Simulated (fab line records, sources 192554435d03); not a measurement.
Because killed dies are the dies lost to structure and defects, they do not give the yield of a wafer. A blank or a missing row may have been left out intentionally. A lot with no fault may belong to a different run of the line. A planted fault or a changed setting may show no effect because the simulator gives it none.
Split-lot trial    flow n5_finfet    on a route of 1938 steps: 7 lots, 39 wafers read

== THE SPLIT ITSELF ==
At N5_ZERO_LAYER_DEVELOP_10 (develop time 60 s), the setting develop_time_s was moved away from the recipe's 60 s on 15 of the 39 wafers read, by -55.0% to +32.5%. For the rest of the wafers, this setting stayed at what the recipe calls for.

== FROM SPLIT TO READING: 1 step shown by the file between the two ==
- N5_ZERO_LAYER_HARDBAKE_23: time 120 s

== THE READING ==
cd_nm (nm) at N5_ZERO_LAYER_CD_MEAS_11, where the cd target is 2000 nm. Fault-free wafers of this fab line usually give 1999.9 nm, standard deviation 1.7 nm.

wafer   tool, chamber at the split  develop_time_s as run, s  against the recipe  cd_nm, nm  against lot-mates on the recipe
L074.1  litho_track-05, 0           26.98                     -55.0%              1982.8     -17.2
L074.2  litho_track-05, 0           26.98                     -55.0%              1982.4     -17.6
L074.3  litho_track-05, 0           26.98                     -55.0%              1982.4     -17.6
L074.4  litho_track-05, 0           60                        recipe              1999.7     -
L074.5  litho_track-05, 0           60                        recipe              2000.7     -
L074.6  litho_track-05, 0           60                        recipe              1999.7     -
L075.1  litho_track-03, 0           60                        recipe              2001.0     -
L075.2  litho_track-03, 0           79.47                     +32.5%              2007.5     +7.1
L075.3  litho_track-03, 0           79.47                     +32.5%              2004.7     +4.3
L075.4  litho_track-03, 0           79.47                     +32.5%              2006.0     +5.6
L075.5  litho_track-03, 0           60                        recipe              1999.3     -
L075.6  litho_track-03, 0           60                        recipe              2000.8     -
L078.1  litho_track-03, 0           32.44                     -45.9%              1986.0     -13.9
L078.2  litho_track-03, 0           32.44                     -45.9%              1986.1     -13.8
L078.3  litho_track-03, 0           60                        recipe              1999.1     -
L078.4  litho_track-03, 0           32.44                     -45.9%              1987.4     -12.5
L078.5  litho_track-03, 0           60                        recipe              1999.6     -
L078.6  litho_track-03, 0           60                        recipe              2001.1     -
L079.1  litho_track-04, 0           60                        recipe              1999.2     -
L079.2  litho_track-04, 0           60                        recipe              1995.8     -
L079.6  litho_track-04, 0           60                        recipe              1995.9     -
L082.1  litho_track-04, 0           60                        recipe              2000.7     -
L082.2  litho_track-04, 0           60                        recipe              2000.8     -
L082.3  litho_track-04, 0           60                        recipe              2003.4     -
L082.4  litho_track-04, 0           60                        recipe              1999.2     -
L082.5  litho_track-04, 0           60                        recipe              2002.2     -
L082.6  litho_track-04, 0           60                        recipe              1999.3     -
L085.1  litho_track-04, 0           60                        recipe              1997.3     -
L085.2  litho_track-04, 0           74.84                     +24.7%              2000.7     +3.2
L085.3  litho_track-04, 0           74.84                     +24.7%              2002.5     +5.0
L085.4  litho_track-04, 0           74.84                     +24.7%              2001.1     +3.6
L085.5  litho_track-04, 0           60                        recipe              1998.4     -
L085.6  litho_track-04, 0           60                        recipe              1996.8     -
L090.1  litho_track-04, 0           60                        recipe              1999.1     -
L090.2  litho_track-04, 0           60                        recipe              2000.0     -
L090.3  litho_track-04, 0           39.42                     -34.3%              1990.7     -9.4
L090.4  litho_track-04, 0           60                        recipe              2001.1     -
L090.5  litho_track-04, 0           39.42                     -34.3%              1989.2     -10.9
L090.6  litho_track-04, 0           39.42                     -34.3%              1990.9     -9.2

FIT RESULTS
A straight line over all 39 wafers: cd_nm changes by +0.257 nm for each +1% of develop_time_s; r = +0.95; the points scatter about the line by 2.1 nm.
The same after taking each lot's own level away (the mean of its wafers on the recipe; 39 wafers): +0.268 nm for each +1%; r = +0.97; scatter 1.6 nm.
The reading moves by 15 nm for the largest change in develop_time_s, on that fit.
The lots' own levels span 1996.97 to 2000.93 nm, that is 2.3 times the standard deviation above.
The two slopes agree, so the slope changes little with the lot-to-lot level.
Check: for one of the wafers moved furthest among these (-55.0%), held out of the fit, the line's prediction against its lot-mates is -15.3 nm. It came out at -17.2 nm against them.

== THE WHOLE CHAIN: every reading that the file lists as answering this split, in the file's order ==
step                      what it does              reading                                                            change (the file's fit)                r (the file's)
N5_ZERO_LAYER_CD_MEAS_11  target cd 2000 nm         cd_nm                                                              +0.276 nm for each +1% of the setting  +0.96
N5_ZERO_LAYER_DESCUM_16   chemistry O2, time 7.9 s  ZERO_LAYER.cd_nm (the simulator's own value, which no gauge read)  +0.277 nm for each +1% of the setting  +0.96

== FILE'S OWN FIT ==
cd_nm changes by +0.276 nm for each +1% of develop_time_s, r = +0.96.
